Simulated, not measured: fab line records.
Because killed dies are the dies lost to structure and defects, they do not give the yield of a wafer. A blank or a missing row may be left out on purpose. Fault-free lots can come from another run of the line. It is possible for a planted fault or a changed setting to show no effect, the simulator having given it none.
Matching of chambers + flow n5_finfet + rie_diel-05 running N5_MOL_CONTACT_COAG_ETCH_106: 4 sister chambers
The step etches SOC in N2/H2, target depth 80 nm, overetch 16 nm, time 120 s. 8 wafers are shown with their chamber, then 7 later ones without.

WAFERS, EACH WITH ITS CHAMBER
| wafer  | chamber | throttle_valve_pct (%) | showerhead_plenum_p_Torr (Torr) |
|--------|---------|------------------------|---------------------------------|
| L077.4 | 2       | 17.98                  | 2.64                            |
| L077.6 | 1       | 17.17                  | 2.64                            |
| L083.3 | 0       | 17.85                  | 2.47                            |
| L083.4 | 2       | 17.99                  | 2.63                            |
| L086.4 | 3       | 18.18                  | 2.60                            |
| L086.6 | 1       | 17.21                  | 2.63                            |
| L090.1 | 3       | 18.19                  | 2.60                            |
| L090.2 | 0       | 17.88                  | 2.46                            |

WAFERS WITHOUT THEIR CHAMBER
| wafer  | throttle_valve_pct (%) | showerhead_plenum_p_Torr (Torr) |
|--------|------------------------|---------------------------------|
| L090.3 | 17.22                  | 2.63                            |
| L092.1 | 18.20                  | 2.60                            |
| L092.3 | 17.89                  | 2.46                            |
| L092.4 | 17.23                  | 2.62                            |
| L094.2 | 17.90                  | 2.46                            |
| L094.3 | 18.20                  | 2.60                            |
| L094.5 | 18.21                  | 2.60                            |

EACH ONE'S CHAMBER
| wafer  | from the rows above | in truth |
|--------|---------------------|----------|
| L090.3 | 1                   | 1        |
| L092.1 | 3                   | 3        |
| L092.3 | 0                   | 0        |
| L092.4 | 1                   | 1        |
| L094.2 | 0                   | 0        |
| L094.3 | 3                   | 3        |
| L094.5 | 3                   | 3        |
Placed correctly: 7 of 7. Left unplaced by these rows: 0. Number placed wrongly: 0.
How it was worked out, from the rows above alone: a wafer's distance from a chamber is the root of the sum, over the readings, of the square of ((its reading less the chamber's mean) divided by the reading's scatter). If the next closest chamber is less than 2 further off than the closest, the wafer can't be placed; otherwise it belongs to the closest. Each chamber's mean is taken over the wafers shown for it. The scatter is the square root of a quotient: the sum, over the shown wafers, of each reading's squared deviation from its chamber's mean, divided by wafers minus chambers.
